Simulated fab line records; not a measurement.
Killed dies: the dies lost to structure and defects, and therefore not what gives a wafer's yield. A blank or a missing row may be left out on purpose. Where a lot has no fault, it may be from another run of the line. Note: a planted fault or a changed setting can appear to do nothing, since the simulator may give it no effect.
Struck lot and sound lot, side by side / flow n5Finfet / 16 out of 1938 route steps
Sound: these wafers, L612.1, L612.2, L612.6. Struck: wafer L618.4. (L618.3 of the same lot was not struck and is left out.) The cause comes at the end.
For every step that has rows: the tool of each side, followed by ch and its chambers, followed by its first start. Under that, the readings that differ: sound wafers / struck wafers / difference of the means / sigmas: that difference in standard deviations of wafers without a fault.
alike: words and numbers the same on both sides, and readings whose means are apart by under 2 such deviations; not compared: readings that were withheld, readings missing a value for some wafer, numbers with overlapping values and no deviation given by the record, and bounds like >300 which may hide the same value.
Wherever a step has rows on one side only, a row that says differs or no value, or a row with sigmas, the two part there. Numbers that have no deviation but don't overlap get no sigmas and don't part them. Lack of a reading on every wafer of one side parts them only where that side has two or more wafers.

first, 4 steps without rows for these wafers: N5_BEOL_M6_HM_STRIP_39 (strips TiN in peroxide tin strip, target depth 25 nm, time 158 s); N5_BEOL_M6_SRD_40 (time 30 s); N5_BEOL_M6_PRECLEAN_42 (cleans in residue remover, time 60 s); N5_BEOL_M6_SRD_43 (time 30 s).
N5_BEOL_M6_CD_MEAS_35: target cd 40 nm, target cd y 28 nm.
  struck on cdSem-01, day 10 01:29; sound on cdSem-01, day 8 15:59
  alike: cdNm
N5_BEOL_M6_CURE_75: cures SiCOH lowk, time 120 s.
  sound on uvCure-02 ch 0, day 8 16:16; struck on uvCure-02 ch 0, day 10 01:38
  alike: lampPowerPct, wafer_temp_C_max
then, 1 step without rows for these wafers: N5_BEOL_M6_DEGAS_44 (time 60 s).
N5_BEOL_M6_PRE_CLEAN_45: time 30 s.
  struck on pvdSputter-01, day 10 01:58; sound on pvdSputter-02, day 8 16:38
  alike: heaterPowerW
N5_BEOL_M6_ALD_77: deposits TaN, target thk 2 nm, pulse time 2 s, purge time 3 s.
  sound on aldMetal-04 ch 0,1,3, day 8 16:41; struck on aldMetal-02 ch 2, day 10 02:01
reading=heaterPowerW (W); sound=512 388 424; struck=332; difference=-109; sigmas=-2
  not compared: sinceWetCleanH
N5_BEOL_M6_SURFACE_TREAT_79:
  struck on pvdSputter-03, day 10 02:19; sound on pvdSputter-02, day 8 17:01
  not compared: throttleValvePct
then, 1 step without rows for these wafers: N5_BEOL_M6_CVD_78 (deposits Co from CCTBA/H2, target thk 2 nm, time 142.3 s).
N5_BEOL_M6_SPUTTER_48: material Cu, target thk 10 nm, time 1.667 s.
  struck on pvdSputter-01, day 10 02:59; sound on pvdSputter-03, day 8 17:25
  alike: biasV, throttleValvePct
N5_BEOL_M6_ECD_50: material Cu, target thk 300 nm.
  sound on ecdCu-02 ch 0,1, day 8 17:32; struck on ecdCu-02 ch 0, day 10 03:07
reading=model.Cu_of_BEOL_M6_ECD_50.thkNm (nm); sound=300.6 299.2 298.2; struck=453; difference=+154; sigmas=
then, 1 step without rows for these wafers: N5_BEOL_M6_ANNEAL_51 (time 90 s).
N5_BEOL_M6_CMP_52: polishes, stops on SiCOH lowk, t overpolish 6.9 s, target thk 80 nm.
  sound on cmp-04 ch 0,2,3, day 8 18:20; struck on cmp-04 ch 1, day 10 03:52
reading=timeToEndpointS (s); sound=65 59 62; struck=88; difference=+26; sigmas=+6
  alike: motorCurrentA, slurryFilterDpKPa
N5_BEOL_M6_THK_MEAS_53: measures by xrf.
  struck on filmMetro-01, day 10 04:08; sound on filmMetro-02, day 8 18:38
  alike: M6_THK

== WHERE THEY PART ==
Earliest at N5_BEOL_M6_ALD_77; latest, in this record, at N5_BEOL_M6_CMP_52. Later steps at which nothing parts them and some readings are alike: N5_BEOL_M6_THK_MEAS_53.

WHY: what the simulator had put in
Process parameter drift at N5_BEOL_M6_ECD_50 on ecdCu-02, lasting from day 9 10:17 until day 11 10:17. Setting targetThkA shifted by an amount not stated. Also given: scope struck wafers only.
